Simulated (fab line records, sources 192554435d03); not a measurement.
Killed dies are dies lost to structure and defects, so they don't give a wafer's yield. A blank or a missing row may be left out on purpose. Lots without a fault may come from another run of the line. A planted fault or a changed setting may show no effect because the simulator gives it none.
fab line records | flow n5_finfet
record lots=5 wafers=15 last_day=17
route steps=1938 shown HKMG_FIN@436 PASSIVATION@1936
lots that met no fault: from a run of the same line without faults
start_h: hours from the record's first day to the start of the lot's first wafer shown | wait_h: hours since the lot's step before | " the same as in the row above | L1.1+2: a row that stands for several wafers | - no value, or no start given | * or withheld: withheld | < > ~ a bound
route shown NAME@n: a module of which the file shows steps, and the number in the route of the first | usual: mean/standard deviation of fault-free wafers | same: alike in all rows | chamber/n: place in a boat | sites: the reading at each site | _std_site: their standard deviation | _edge_site: outer sites' mean less inner sites' | radius_mm: how far each site lies from the wafer's centre | mask NAME#n: copy n | behind: the tool/chamber that last shaped the wafer | hold: why the lot was held/for how many hours/how that ended | device: the transistor (n, p or np) that didn't switch | end of line: the same wafers' tests at the end of the route | a step without rows: its recipe alone | killed: dies lost to structure and defects at the first sort, not the wafer's yield | map: a wafer's dies, x killed, . not, _ none there
set.NAME: the setting as run; set.NAME@STEP: as run at that earlier step | model.NAME: the simulator's own value behind a step, which no gauge read
lots at some steps of the route; a table a step, a row a wafer
services: from which hour (start_h, from the record's first day; less than 0 if before it) a tool's chamber was out of use, for how many hours, and why
## steps
# step N5_HKMG_FIN_STRIP_33
# recipe chemistry=N2/H2 temp_c=40 n2_flow_sccm=200 h2_flow_sccm=200 rf_frequency_hz=6e+07
# step N5_HKMG_FIN_STRIP_34
# recipe chemistry=CF4 resist=SiARC power_w=300 bias_power_w=75 pressure_mtorr=50 cf4_flow_sccm=150 rf_frequency_hz=6e+07
# usual drypump_motor_current_A=5.7/0.3 oes_product_au=0.74/0.053 rf_vpp_V=271.2/1.6 showerhead_plenum_p_Torr=1.80/0.059 throttle_valve_pct=13.71/0.19
# columns lot.wafer tool chamber start_h wait_h drypump_motor_current_A oes_product_au rf_hours_counter_h rf_vpp_V showerhead_plenum_p_Torr throttle_valve_pct
L923.3 rie_diel-06 1 87.60 0.0 5.4 0.76 170 270.4 1.79 13.82
L923.4 " 0 " " 5.8 0.75 142 273.1 1.86 13.62
L923.6 " 2 " " 6.3 0.71 - 268.7 1.71 13.90
L926.2 rie_diel-02 0 103.96 0.0 5.6 0.72 190 270.3 1.80 13.67
L926.3 " 3 " " 5.6 0.74 180 270.4 1.79 14.04
L926.6 " 2 " " 5.4 0.73 - 270.2 1.79 13.62
L934.1 rie_diel-03 3 155.98 0.0 5.9 0.87 44 274.5 1.90 13.46
L934.2 " 0 " " 5.6 0.77 140 270.5 1.73 13.60
L934.6 " 2 " " 6.2 0.72 - 271.3 1.79 13.60
L935.2 rie_diel-03 0 158.77 0.0 5.6 0.77 141 269.7 1.73 13.60
L935.3 " 2 " " 6.1 0.72 215 271.7 1.79 13.61
L935.6 " 1 " " 5.3 0.70 - 272.7 1.86 13.65
L944.2 rie_diel-03 2 213.26 0.0 6.1 0.70 234 270.1 1.78 13.64
L944.3 " 1 " " 5.3 0.69 202 272.4 1.85 13.70
L944.5 " 2 " " 6.1 0.70 - 271.2 1.79 13.64
# step N5_HKMG_FIN_ETCH_35
# recipe chemistry=N2/H2 target=SOC target_depth_a=2158 ion_energy_ev=65 bias_w=5 source_w=3000 time_s=243.4 pressure_mtorr=30 n2_flow_sccm=200 h2_flow_sccm=200
# step N5_HKMG_FIN_STRIP_92
# recipe chemistry=N2/H2 material=SOC time_s=20 power_w=500 temp_c=40 pressure_mtorr=50 rf_frequency_hz=6e+07 bias_power_w=8 h2_frac=0.5 n2_flow_sccm=300 h2_flow_sccm=300
# usual drypump_motor_current_A=5.7/0.3 h2_flow_sccm=300.1/0.94 oes_product_au=0.75/0.055 rf_vpp_V=54.2/0.89 showerhead_plenum_p_Torr=3.37/0.11 throttle_valve_pct=19.22/0.3
# columns lot.wafer tool chamber start_h wait_h drypump_motor_current_A h2_flow_sccm oes_product_au rf_hours_counter_h rf_vpp_V showerhead_plenum_p_Torr throttle_valve_pct
L923.3 rie_diel-06 1 87.77 0.1 5.5 299.4 0.74 170 54.3 3.36 19.34
L923.4 " 0 " " 5.8 301.0 0.78 142 54.9 3.52 19.13
L923.6 " 2 " " 6.3 299.7 0.72 - 55.2 3.19 19.10
L926.2 rie_diel-02 0 104.13 0.1 5.5 300.3 0.69 190 53.8 3.33 18.70
L926.3 " 3 " " 5.6 299.4 0.76 180 53.8 3.33 19.39
L926.6 " 2 " " 5.4 299.0 0.74 - 54.6 3.34 18.86
L934.1 rie_diel-03 3 156.15 0.1 5.9 300.8 0.86 44 56.2 3.55 19.17
L934.2 " 0 " " 5.6 300.3 0.78 140 53.8 3.25 19.67
L934.6 " 2 " " 6.2 298.5 0.71 - 54.6 3.33 19.43
L935.2 rie_diel-03 0 158.94 0.1 5.6 300.5 0.77 141 53.4 3.25 19.67
L935.3 " 2 " " 6.2 300.0 0.70 215 53.6 3.32 19.44
L935.6 " 1 " " 5.3 300.5 0.73 - 54.0 3.48 19.14
L944.2 rie_diel-03 2 213.43 0.1 6.1 300.3 0.69 234 55.3 3.31 19.47
L944.3 " 1 " " 5.3 298.6 0.71 202 55.9 3.46 19.16
L944.5 " 2 " " 6.1 300.0 0.70 - 53.8 3.31 19.46
# step N5_HKMG_FIN_WET_ETCH_18
# recipe chemistry=SC1 target=TiN mix=1:1:5 temp_c=* time_s=55 target_depth_nm=5.2 dry=ipa_marangoni rinse_time_s=30 rinse_temp_c=23
# step N5_HKMG_FIN_STRIP_19
# recipe chemistry=N2/H2 power_w=2500 temp_c=300 h2_frac=0.65 time_s=360 pressure_mtorr=withheld n2_flow_sccm=1750 h2_flow_sccm=3250
# usual drypump_motor_current_A=5.7/0.52 h2_flow_sccm=3250/9.1 heater_power_w=492/14
# columns lot.wafer tool chamber start_h wait_h drypump_motor_current_A h2_flow_sccm heater_power_w rf_hours_counter_h
L923.3 plasma_asher-02 0 88.04 0.1 5.2 3271 510 -
L923.4 " 1 " " 5.2 3249 495 -
L923.6 " 0 " " 5.2 3269 505 -
L926.2 plasma_asher-02 0 104.27 0.0 5.3 3239 505 41
L926.3 " 1 " " 5.2 3262 497 -
L926.6 " 0 " " 5.3 3255 485 -
L934.1 plasma_asher-02 0 156.31 0.0 5.2 3258 500 49
L934.2 " 1 " " 5.2 3227 498 49
L934.6 " 0 " " 5.3 3256 477 -
L935.2 plasma_asher-01 0 159.08 0.0 6.4 3246 471 107
L935.3 " 1 " " 6.0 3262 486 -
L935.6 " 0 " " 6.4 3251 470 -
L944.2 plasma_asher-02 0 213.57 0.0 5.2 3243 501 62
L944.3 " 0 " " 5.3 3244 497 -
L944.5 " 1 " " 5.2 3243 523 -
# step N5_HKMG_FIN_ALD_91
# recipe material=TiN target_thk_a=10 temp_c=400 ald_precursor_family=TiCl4 ald_co_reactant=NH3 pulse_time_s=1 purge_time_s=3 co_reactant_purge_time_s=2 co_reactant_pulse_time_s=2 ald_cycles=47 pressure_torr=3
# step N5_HKMG_FIN_COAT_85
# recipe resist=SOC temp_c=250 time_s=60 spin_rpm=1500 resist_thk_nm=300
# step N5_HKMG_FIN_ETCH_86
# recipe chemistry=N2/H2 target=SOC target_depth_a=3932 stop_on=TiN ion_energy_ev=100 bias_w=61 pressure_mtorr=30 source_w=850 n2_flow_sccm=200 h2_flow_sccm=200
# usual drypump_motor_current_A=5.64/0.26 h2_flow_sccm=200.0/0.57 oes_product_au=0.74/0.052 rf_vpp_V=240.8/1.2 showerhead_plenum_p_Torr=2.55/0.08 throttle_valve_pct=17.93/0.2
# columns lot.wafer tool chamber start_h wait_h drypump_motor_current_A h2_flow_sccm oes_product_au rf_hours_counter_h rf_vpp_V showerhead_plenum_p_Torr throttle_valve_pct
L923.3 rie_diel-06 0 88.65 - 5.80 200.7 0.76 143 242.1 2.67 17.95
L923.4 " 3 " " 5.24 200.2 0.75 143 239.5 2.44 17.55
L923.6 " 1 " " 5.45 199.8 0.75 - 240.4 2.54 18.14
L926.2 rie_diel-03 2 104.99 - 6.15 200.1 0.72 196 240.0 2.52 17.77
L926.3 " 3 " " 5.92 200.9 0.90 26 243.0 2.70 17.70
L926.6 " 3 " " 5.93 200.5 0.90 - 240.1 2.70 17.68
L934.1 rie_diel-02 0 157.03 - 5.61 199.7 0.69 211 241.4 2.51 17.69
L934.2 " 2 " " 5.38 200.2 0.71 215 240.7 2.52 17.79
L934.6 " 2 " " 5.37 200.9 0.71 - 241.3 2.52 17.77
L935.2 rie_diel-02 1 159.81 - 5.86 199.8 0.72 205 241.9 2.63 18.13
L935.3 " 3 " " 5.56 199.1 0.72 203 240.7 2.51 18.23
L935.6 " 2 " " 5.38 199.6 0.71 - 240.4 2.52 17.79
L944.2 rie_diel-02 2 214.39 - 5.41 200.6 0.70 238 239.4 2.51 17.83
L944.3 " 1 " " 5.87 199.5 0.71 225 240.0 2.62 18.16
L944.5 " 0 " " 5.61 199.6 0.68 - 240.7 2.50 17.70
# step N5_HKMG_FIN_STRIP_89
# recipe chemistry=N2/H2 material=SOC time_s=20 power_w=500 temp_c=40 pressure_mtorr=50 rf_frequency_hz=6e+07 bias_power_w=8 h2_frac=0.5 n2_flow_sccm=300 h2_flow_sccm=300
# step N5_HKMG_FIN_WET_ETCH_87
# recipe chemistry=SC1 target=TiN mix=1:2:40 temp_c=50 time_s=154.2 target_depth_nm=4.7 dry=ipa_marangoni rinse_time_s=30 rinse_temp_c=23
# step N5_HKMG_FIN_STRIP_88
# recipe chemistry=N2/H2 power_w=2500 temp_c=300 h2_frac=0.65 time_s=360 pressure_mtorr=withheld n2_flow_sccm=1750 h2_flow_sccm=3250
# usual drypump_motor_current_A=5.8/0.52 h2_flow_sccm=3251/9.2 heater_power_w=490/13
# columns lot.wafer tool chamber start_h wait_h drypump_motor_current_A h2_flow_sccm heater_power_w rf_hours_counter_h
L923.3 plasma_asher-01 1 89.02 0.2 6.0 3257 492 -
L923.4 " 0 " " 6.5 3249 477 -
L923.6 " 0 " " 6.5 3253 467 -
L926.2 plasma_asher-01 1 105.24 0.0 6.0 3261 491 95
L926.3 " 0 " " 6.4 3242 479 -
L926.6 " 0 " " 6.4 3254 478 -
L934.1 plasma_asher-01 0 157.28 0.0 6.5 3261 456 106
L934.2 " 1 " " 6.0 3253 486 106
L934.6 " 0 " " 6.4 3252 474 -
L935.2 plasma_asher-02 0 160.06 0.0 5.2 3250 491 50
L935.3 " 0 " " 5.3 3227 510 -
L935.6 " 0 " " 5.2 3246 497 -
L944.2 plasma_asher-01 0 214.64 0.0 6.5 3236 480 116
L944.3 " 0 " " 6.5 3234 464 -
L944.5 " 0 " " 6.5 3236 473 -
# step N5_HKMG_FIN_NWFM_ALD_20
# recipe material=TiAlC target_thk_a=20 temp_c=300 ald_precursor_family=TiCl4 ald_co_reactant=TEA pulse_time_s=3 purge_time_s=2 co_reactant_purge_time_s=2 co_reactant_pulse_time_s=10 ald_cycles=7 pressure_torr=3
# usual heater_power_outer_w=265/28 heater_power_w=485/45 precursor_pulse_height_rel=0.999/0.018 susceptor_temp_C=299.99/0.2
# same purge_time_s=2
# columns lot.wafer tool chamber start_h wait_h heater_power_outer_w heater_power_w precursor_pulse_height_rel susceptor_temp_C
L923.3 ald_metal-04 0 89.29 0.1 302 563 1.018 300.15
L923.4 " 3 " " 267 454 1.038 299.95
L923.6 " 0 " " 295 552 1.013 299.99
L926.2 ald_metal-01 2 105.63 0.3 273 498 0.973 300.01
L926.3 " 3 " " 232 450 0.996 299.89
L926.6 " 3 " " 231 449 1.021 300.13
L934.1 ald_metal-01 3 157.66 0.3 227 449 1.007 299.83
L934.2 " 2 " " 252 468 1.001 290.09
L934.6 " 1 " " 279 483 0.994 300.00
L935.2 ald_metal-04 2 160.44 0.3 239 458 0.995 299.51
L935.3 " 0 " " 290 566 0.975 299.57
L935.6 " 3 " " 268 463 1.029 299.82
L944.2 ald_metal-04 0 215.02 0.3 302 559 1.012 300.01
L944.3 " 3 " " 272 460 1.009 300.03
L944.5 " 1 " " 286 504 0.999 300.05
# step N5_HKMG_FIN_ALD_71
# recipe material=TiN target_thk_a=10 temp_c=400 ald_precursor_family=TiCl4 ald_co_reactant=NH3 pulse_time_s=1 purge_time_s=3 co_reactant_purge_time_s=2 co_reactant_pulse_time_s=2 ald_cycles=47 pressure_torr=3
# step N5_PASSIVATION_PROBE_49
# usual killed_at_M0_to_M3=34/12 killed_at_M4_up=12/4.9 killed_at_contacts=13/7.2 killed_at_front_end=39/12 killed_at_other=3.7/2.9 killed_dies=101/18 killed_open=67/14 killed_short=33/7.2
# same gross_dies=1180 killed_at_back_side=0
# columns lot.wafer tool chamber start_h wait_h killed_at_M0_to_M3 killed_at_M4_up killed_at_contacts killed_at_front_end killed_at_other killed_dies killed_open killed_short
L923.3 prober-01 - 277.59 0.1 37 9 15 33 8 102 69 31
L923.4 prober-01 - 277.64 0.2 52 18 8 25 4 107 71 36
L923.6 prober-01 - 277.74 0.3 42 12 3 33 4 94 58 35
L926.2 prober-02 - 309.91 0.1 28 8 17 28 0 81 61 20
L926.3 prober-02 - 309.96 0.1 30 11 12 19 0 72 43 29
L926.6 prober-02 - 310.11 0.3 24 14 15 26 1 80 60 20
L935.2 prober-02 - 362.37 0.1 23 10 0 36 0 69 42 27
L935.3 prober-02 - 362.42 0.1 16 5 9 29 2 61 39 19
L935.6 prober-02 - 362.57 0.3 40 12 10 32 4 98 69 28
L934.1 prober-01 - 364.29 0.0 20 11 12 22 3 68 52 16
L934.2 prober-01 - 364.34 0.1 18 11 20 46 1 96 58 35
L934.6 prober-01 - 364.54 0.3 23 8 8 39 2 80 50 27
L944.2 prober-02 - 412.48 0.1 25 8 26 38 9 106 57 47
L944.3 prober-02 - 412.53 0.1 32 8 22 37 5 104 70 34
L944.5 prober-02 - 412.63 0.2 36 3 28 35 10 112 81 31
# killed by level:class
L923.3 BEOL_M3:geometric_particle:open=14 MOL_CONTACT_COAG:geometric_particle:open=12 GATE_CUT:geometric_particle:open=9 BEOL_M0_SAQP:geometric_particle:short=9 GATE_CUT:geometric_particle:short=6 BEOL_M2:geometric_particle:open=5 PAD_METAL:geometric_particle:open=5 STARTING-WAFER:geometric_particle:open=5
L923.4 BEOL_M2:geometric_particle:open=12 BEOL_M4:geometric_particle:open=12 BEOL_M3:geometric_particle:open=10 FIN_SAQP:geometric_particle:short=8 MOL_CONTACT_COAG:geometric_particle:open=7 BEOL_M3:geometric_particle:short=7 DUMMY_GATE:geometric_particle:open=6 BEOL_M0:geometric_particle:open=5
L923.6 BEOL_M0_SAQP:geometric_particle:short=15 FIN_SAQP:geometric_particle:open=12 BEOL_M2:geometric_particle:open=7 BEOL_M0_SAQP:geometric_particle:open=5 STARTING-WAFER:geometric_particle:open=5 BEOL_M4:geometric_particle:open=5 FIN_SAQP:geometric_particle:short=4 DUMMY_GATE:geometric_particle:open=3
L926.2 MOL_CONTACT_COAG:geometric_particle:open=12 BEOL_M0_SAQP:geometric_particle:open=8 BEOL_M3:geometric_particle:open=8 DUMMY_GATE:geometric_particle:open=7 STI_FIN_REVEAL:geometric_particle:open=5 MOL_CONTACT_COAG:geometric_particle:short=5 BEOL_M0_SAQP:geometric_particle:short=5 FIN_SAQP:geometric_particle:open=4
L926.3 MOL_CONTACT_COAG:geometric_particle:open=8 BEOL_M0_SAQP:geometric_particle:short=8 BEOL_M2:geometric_particle:open=7 FIN_SAQP:geometric_particle:short=6 BEOL_M0_SAQP:geometric_particle:open=5 MOL_CONTACT_COAG:geometric_particle:short=4 BEOL_M4:geometric_particle:open=4 BEOL_M3:geometric_particle:open=4
L926.6 MOL_CONTACT_COAG:geometric_particle:open=12 BEOL_M1:geometric_particle:open=8 STI_FIN_REVEAL:geometric_particle:open=7 BEOL_M4:geometric_particle:open=6 ILD0:geometric_particle:open=5 ILD0:geometric_particle:short=4 BEOL_M0_SAQP:geometric_particle:open=4 BEOL_M2:geometric_particle:open=4
L935.2 FIN_SAQP:geometric_particle:open=7 BEOL_M0_SAQP:geometric_particle:short=7 FIN_SAQP:geometric_particle:short=6 BEOL_M3:geometric_particle:open=6 STARTING-WAFER:geometric_particle:short=5 GATE_CUT:geometric_particle:short=4 BEOL_M5:geometric_particle:open=4 STARTING-WAFER:geometric_particle:open=4
L935.3 FIN_SAQP:geometric_particle:open=7 MOL_CONTACT_COAG:geometric_particle:open=7 STI_FIN_REVEAL:geometric_particle:open=6 BEOL_M0_SAQP:geometric_particle:short=4 GATE_CUT:geometric_particle:short=3 BEOL_M1:geometric_particle:open=3 BEOL_M3:geometric_particle:open=3 BEOL_M7:geometric_particle:open=3
L935.6 BEOL_M0_SAQP:geometric_particle:open=17 BEOL_M0_SAQP:geometric_particle:short=8 BEOL_M1:geometric_particle:open=7 MOL_CONTACT_COAG:geometric_particle:open=6 STI_FIN_REVEAL:geometric_particle:open=6 FIN_SAQP:geometric_particle:open=4 GATE_CUT:geometric_particle:open=4 GATE_CUT:geometric_particle:short=4
L934.1 MOL_CONTACT_COAG:geometric_particle:open=9 GATE_CUT:geometric_particle:open=6 BEOL_M2:geometric_particle:open=6 DUMMY_GATE:geometric_particle:open=4 BEOL_M2:geometric_particle:short=4 BEOL_M3:geometric_particle:open=4 BEOL_M5:geometric_particle:open=4 STARTING-WAFER:geometric_particle:open=4
L934.2 FIN_SAQP:geometric_particle:open=14 MOL_CONTACT_COAG:geometric_particle:open=14 GATE_CUT:geometric_particle:short=7 MOL_CONTACT_COAG:geometric_particle:short=6 BEOL_M3:geometric_particle:open=5 BEOL_M4:geometric_particle:open=5 BEOL_M4:geometric_particle:short=4 STI_FIN_REVEAL:geometric_particle:open=3
L934.6 STI_FIN_REVEAL:geometric_particle:open=12 MOL_CONTACT_COAG:geometric_particle:open=7 BEOL_M2:geometric_particle:open=7 FIN_SAQP:geometric_particle:short=6 DUMMY_GATE:geometric_particle:open=6 BEOL_M3:geometric_particle:open=5 BEOL_M4:geometric_particle:open=4 BEOL_M0_SAQP:geometric_particle:short=3
L944.2 MOL_CONTACT_COAG:geometric_particle:open=22 FIN_SAQP:geometric_particle:short=12 BEOL_M0_SAQP:geometric_particle:short=7 FIN_SAQP:geometric_particle:open=6 STI_FIN_REVEAL:geometric_particle:open=6 BEOL_M0_SAQP:geometric_particle:open=5 GATE_CUT:geometric_particle:short=4 MOL_CONTACT_COAG:geometric_particle:short=4
L944.3 MOL_CONTACT_COAG:geometric_particle:open=17 FIN_SAQP:geometric_particle:short=16 BEOL_M0_SAQP:geometric_particle:open=14 BEOL_M3:geometric_particle:open=6 STI_FIN_REVEAL:geometric_particle:open=5 MOL_CONTACT_COAG:geometric_particle:short=5 BEOL_M0_SAQP:geometric_particle:short=5 BEOL_M1:geometric_particle:open=5
L944.5 MOL_CONTACT_COAG:geometric_particle:open=23 BEOL_M0_SAQP:geometric_particle:open=13 STI_FIN_REVEAL:geometric_particle:open=12 BEOL_M1:geometric_particle:open=6 MOL_CONTACT_COAG:geometric_particle:short=5 BEOL_M0_SAQP:geometric_particle:short=5 FIN_SAQP:geometric_particle:open=4 STARTING-WAFER:geometric_particle:open=4
## services
# columns tool chamber start_h hours kind
rie_diel-02 2 69.19 10.5 repair
ald_metal-04 0 71.63 3.2 repair
rie_diel-06 3 119.33 22.6 repair
ald_metal-01 - 129.77 2.8 pm
rie_diel-02 1 146.47 3.9 repair
ald_metal-04 1 148.48 2.5 repair
plasma_asher-02 - 148.95 4.9 repair
ald_metal-01 0 152.00 28.8 repair
rie_diel-06 2 165.55 - clean
rie_diel-06 2 165.55 - consumable_replace:focus_ring
rie_diel-06 2 165.55 - consumable_replace:showerhead
rie_diel-06 2 165.55 25.6 scheduled_down
rie_diel-06 2 165.55 25.6 vent_cycle
rie_diel-02 3 185.18 6.4 repair
plasma_asher-01 - 189.66 1.4 repair
ald_metal-01 - 190.92 8.7 pm
ald_metal-01 - 202.60 1.7 repair
ald_metal-01 2 210.73 4.0 repair
## key
first_sign step=N5_HKMG_FIN_NWFM_ALD_20 reading=susceptor_temp_C direction=down sigmas=50 usual=* struck=*
effect none on later readings
met_at N5_HKMG_FIN_NWFM_ALD_20
struck_wafers L934.2
tester_left_out L934
onset_between 105.63 157.66
fault kind=process_parameter_drift tool=ald_metal-01 chamber=2 onset_h=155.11 steps=N5_HKMG_FIN_NWFM_ALD_20 channel=temp_c offset=* shape=step end_h=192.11 acts_in=* stated=*
# tester_left_out: of these lots the tester's yield and bins aren't shown, on N5 and GAA mostly nor the transistor test; their killed dies are dies lost to structure and defects alone, not to doping, threshold or leakage, so they don't give the yield
